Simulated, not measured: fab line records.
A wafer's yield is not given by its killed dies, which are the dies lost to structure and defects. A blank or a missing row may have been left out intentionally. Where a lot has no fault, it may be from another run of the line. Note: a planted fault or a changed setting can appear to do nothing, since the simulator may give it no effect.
Struck lot and sound lot, side by side -- flow nand harc -- 15 out of 1302 route steps
Sound: the wafers L664.1, L664.2, L664.5. Struck: wafer L678.6 (left out: L678.1, L678.2 of the same lot, which were not struck); the cause appears at the end.
Per side, at each step with rows, come the tool, then ch with its chambers, and then its first start. Under that, the readings that differ: sound wafers -- struck wafers -- difference of the means -- sigmas: that difference in standard deviations of wafers without a fault.
alike: readings whose means differ by less than 2 such deviations, and words and numbers that are the same on both sides. not compared: withheld readings, readings that some wafer has no value for, bounds like >300 that may hide the same value, and numbers for which the record gives no deviation and whose values overlap.
The two part at a step that has a row with sigmas, a row that says differs or no value, or rows on one side only. Non-overlapping numbers with no deviation appear without sigmas and do not part them. A reading missing from all wafers of one side parts the sides only when that side holds two or more wafers.

first, 7 steps without rows for these wafers: NHARC_A_BLC_COAT_03 (time 65 s); NHARC_A_BLC_COAT_04 (resist thk 90 nm); NHARC_A_BLC_SOFTBAKE_05 (time 55 s); NHARC_A_BLC_EBR_06; NHARC_A_BLC_EXPOSE_07 (exposes mask A BLC, target cd 100 nm); NHARC_A_BLC_PEB_08 (peb time 65 s); NHARC_A_BLC_DEVELOP_09 (develop time 35 s).
NHARC_A_BLC_CD_MEAS_10: target cd 100 nm.
  sound on cd sem-01 ch 0, day 23 11:52; struck on cd sem-03 ch 0, day 28 16:30
  alike: cd nm
NHARC_A_BLC_OVL_MEAS_11:
  sound: overlay-02 at day 23 11:58; struck: overlay-02 at day 28 16:35
  alike: overlay x nm, overlay y nm
NHARC_A_BLC_INSPECT_12:
  sound: defect inspect-02 at day 23 11:59; struck: defect inspect-02 at day 28 16:37
  alike: raw defect count
NHARC_A_BLC_DESCUM_15: chemistry O2, time 3 s.
  sound on rie diel-12 ch 0,1,3, day 23 12:04; struck on rie diel-08 ch 2, day 28 16:41
  alike: drypump motor current A, oes product au, rf vpp V, showerhead plenum p Torr, throttle valve pct
  not compared: rf hours counter h
NHARC_A_BLC_ETCH_16: etches the open film in CF4, target depth 39 nm, time 65 s.
  sound on rie diel-12 ch 2,3, day 23 12:08; struck on rie diel-08 ch 1, day 28 16:47
reading,sound,struck,difference,sigmas
bias w (W),99.50 99.89 99.95,100.43,+0.65,+2
rf fwd power W (W),298.6 297.4 297.4,295.4,-2.4,-2
  alike: drypump motor current A, oes product au, rf vpp V, run length s, showerhead plenum p Torr, throttle valve pct
  not compared: rf hours counter h
NHARC_A_BLC_ETCH_17: etches the open film in N2/H2, target depth 390 nm, time 609.38 s.
  sound on rie diel-12 ch 0,2, day 23 12:16; struck on rie diel-08 ch 3, day 28 16:55
reading,sound,struck,difference,sigmas
run length s (s),631.0 630.8 631.2,574.2,-56.8,-99 or more
  alike: drypump motor current A, oes product au, rf vpp V, showerhead plenum p Torr, throttle valve pct
  not compared: bias w, rf fwd power W, rf hours counter h
NHARC_A_BLC_ETCH_18: etches the open film in C4F8/O2/Ar, target depth 910 nm.
  sound on rie diel-12 ch 2,3; struck on rie diel-08 ch 0
  alike: bias w, oes product au, rf fwd power W, rf vpp V
  not compared: rf hours counter h
-- jump in the record: it breaks off in module A_BLC and resumes in module END (first step shown: number 1302 of the route), and 2 days separate the struck wafers' starts before and after --
NHARC_END_SORT_01:
  at this point the record logs the struck wafers (prober-01 ch 0, day 30 18:11) and has no rows for the sound ones

## WHERE THEY PART
Earliest at NHARC_A_BLC_ETCH_16; latest, in this record, at NHARC_END_SORT_01.

WHY: whatever the simulator had introduced
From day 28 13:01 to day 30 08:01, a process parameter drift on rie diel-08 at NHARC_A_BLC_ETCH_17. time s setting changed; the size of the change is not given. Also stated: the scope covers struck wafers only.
